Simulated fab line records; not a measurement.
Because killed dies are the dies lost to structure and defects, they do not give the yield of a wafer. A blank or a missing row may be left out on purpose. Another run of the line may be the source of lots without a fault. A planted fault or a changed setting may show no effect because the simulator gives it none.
Chamber matching / flow n5Finfet / N5_BEOL_M0_ETCH_128 on rieDiel-02: 4 sister chambers
The step etches SiCN in CF4/N2, target depth 12 nm, overetch 5.1 nm, time 21.4 s. 20 wafers are shown with their chamber, then 10 later ones without.

== WAFERS WITH THEIR CHAMBER ==
wafer=L074.1; chamber=2; drypumpMotorCurrentA (A)=5.7; showerheadPlenumPTorr (Torr)=2.29; throttleValvePct (%)=15.51
wafer=L074.2; chamber=3; drypumpMotorCurrentA (A)=6.3; showerheadPlenumPTorr (Torr)=2.20; throttleValvePct (%)=15.17
wafer=L074.3; chamber=0; drypumpMotorCurrentA (A)=5.8; showerheadPlenumPTorr (Torr)=2.19; throttleValvePct (%)=15.68
wafer=L075.1; chamber=3; drypumpMotorCurrentA (A)=6.3; showerheadPlenumPTorr (Torr)=2.20; throttleValvePct (%)=15.16
wafer=L075.2; chamber=0; drypumpMotorCurrentA (A)=5.8; showerheadPlenumPTorr (Torr)=2.19; throttleValvePct (%)=15.68
wafer=L075.6; chamber=0; drypumpMotorCurrentA (A)=5.7; showerheadPlenumPTorr (Torr)=2.19; throttleValvePct (%)=15.67
wafer=L076.1; chamber=2; drypumpMotorCurrentA (A)=5.7; showerheadPlenumPTorr (Torr)=2.29; throttleValvePct (%)=15.52
wafer=L076.2; chamber=0; drypumpMotorCurrentA (A)=5.8; showerheadPlenumPTorr (Torr)=2.19; throttleValvePct (%)=15.69
wafer=L076.6; chamber=3; drypumpMotorCurrentA (A)=6.3; showerheadPlenumPTorr (Torr)=2.20; throttleValvePct (%)=15.18
wafer=L084.3; chamber=3; drypumpMotorCurrentA (A)=6.3; showerheadPlenumPTorr (Torr)=2.19; throttleValvePct (%)=15.20
wafer=L084.5; chamber=2; drypumpMotorCurrentA (A)=5.7; showerheadPlenumPTorr (Torr)=2.28; throttleValvePct (%)=15.55
wafer=L084.6; chamber=1; drypumpMotorCurrentA (A)=5.3; showerheadPlenumPTorr (Torr)=2.12; throttleValvePct (%)=15.32
wafer=L085.3; chamber=0; drypumpMotorCurrentA (A)=5.8; showerheadPlenumPTorr (Torr)=2.18; throttleValvePct (%)=15.73
wafer=L085.4; chamber=1; drypumpMotorCurrentA (A)=5.3; showerheadPlenumPTorr (Torr)=2.12; throttleValvePct (%)=15.33
wafer=L085.5; chamber=2; drypumpMotorCurrentA (A)=5.7; showerheadPlenumPTorr (Torr)=2.28; throttleValvePct (%)=15.58
wafer=L087.2; chamber=3; drypumpMotorCurrentA (A)=6.3; showerheadPlenumPTorr (Torr)=2.19; throttleValvePct (%)=15.23
wafer=L087.5; chamber=0; drypumpMotorCurrentA (A)=5.8; showerheadPlenumPTorr (Torr)=2.18; throttleValvePct (%)=15.73
wafer=L087.6; chamber=3; drypumpMotorCurrentA (A)=6.3; showerheadPlenumPTorr (Torr)=2.19; throttleValvePct (%)=15.24
wafer=L090.1; chamber=0; drypumpMotorCurrentA (A)=5.8; showerheadPlenumPTorr (Torr)=2.18; throttleValvePct (%)=15.74
wafer=L090.3; chamber=2; drypumpMotorCurrentA (A)=5.7; showerheadPlenumPTorr (Torr)=2.28; throttleValvePct (%)=15.58

SIGNATURES (means of the wafers above)
reading=drypumpMotorCurrentA; chamber 0=5.786; chamber 1=5.300; chamber 2=5.700; chamber 3=6.300; scatter within a chamber=0.0231
reading=showerheadPlenumPTorr; chamber 0=2.1857; chamber 1=2.1200; chamber 2=2.2840; chamber 3=2.1950; scatter within a chamber=0.00525
reading=throttleValvePct; chamber 0=15.7029; chamber 1=15.3250; chamber 2=15.5480; chamber 3=15.1967; scatter within a chamber=0.0304
Rule: a wafer lies at a distance from a chamber equal to the root of the sum of squares, over the readings, of (its reading less the chamber's mean, divided by the reading's scatter). If the next closest chamber is less than 2 further off than the closest, the wafer can't be placed; otherwise it belongs to the closest. The scatter is the square root of a quotient: the sum, over the shown wafers, of each reading's squared deviation from its chamber's mean, divided by wafers minus chambers.

== WAFERS WITH NO CHAMBER GIVEN ==
wafer=L090.4; drypumpMotorCurrentA (A)=5.3; showerheadPlenumPTorr (Torr)=2.12; throttleValvePct (%)=15.33
wafer=L091.3; drypumpMotorCurrentA (A)=5.7; showerheadPlenumPTorr (Torr)=2.28; throttleValvePct (%)=15.59
wafer=L091.4; drypumpMotorCurrentA (A)=5.8; showerheadPlenumPTorr (Torr)=2.18; throttleValvePct (%)=15.74
wafer=L091.6; drypumpMotorCurrentA (A)=6.3; showerheadPlenumPTorr (Torr)=2.19; throttleValvePct (%)=15.24
wafer=L093.1; drypumpMotorCurrentA (A)=5.8; showerheadPlenumPTorr (Torr)=2.18; throttleValvePct (%)=15.76
wafer=L093.2; drypumpMotorCurrentA (A)=5.3; showerheadPlenumPTorr (Torr)=2.11; throttleValvePct (%)=15.37
wafer=L093.3; drypumpMotorCurrentA (A)=6.3; showerheadPlenumPTorr (Torr)=2.18; throttleValvePct (%)=15.26
wafer=L094.2; drypumpMotorCurrentA (A)=5.7; showerheadPlenumPTorr (Torr)=2.18; throttleValvePct (%)=15.76
wafer=L094.4; drypumpMotorCurrentA (A)=5.3; showerheadPlenumPTorr (Torr)=2.11; throttleValvePct (%)=15.37
wafer=L094.6; drypumpMotorCurrentA (A)=5.7; showerheadPlenumPTorr (Torr)=2.18; throttleValvePct (%)=15.77

== WHICH CHAMBER EACH ONE RAN IN ==
wafer=L090.4; from the rows above=1; in truth=1
wafer=L091.3; from the rows above=2; in truth=2
wafer=L091.4; from the rows above=0; in truth=0
wafer=L091.6; from the rows above=3; in truth=3
wafer=L093.1; from the rows above=0; in truth=0
wafer=L093.2; from the rows above=1; in truth=1
wafer=L093.3; from the rows above=3; in truth=3
wafer=L094.2; from the rows above=0; in truth=0
wafer=L094.4; from the rows above=1; in truth=1
wafer=L094.6; from the rows above=0; in truth=0
Placed correctly: 10 of 10. Number that these rows cannot place: 0. Placed wrongly: 0.
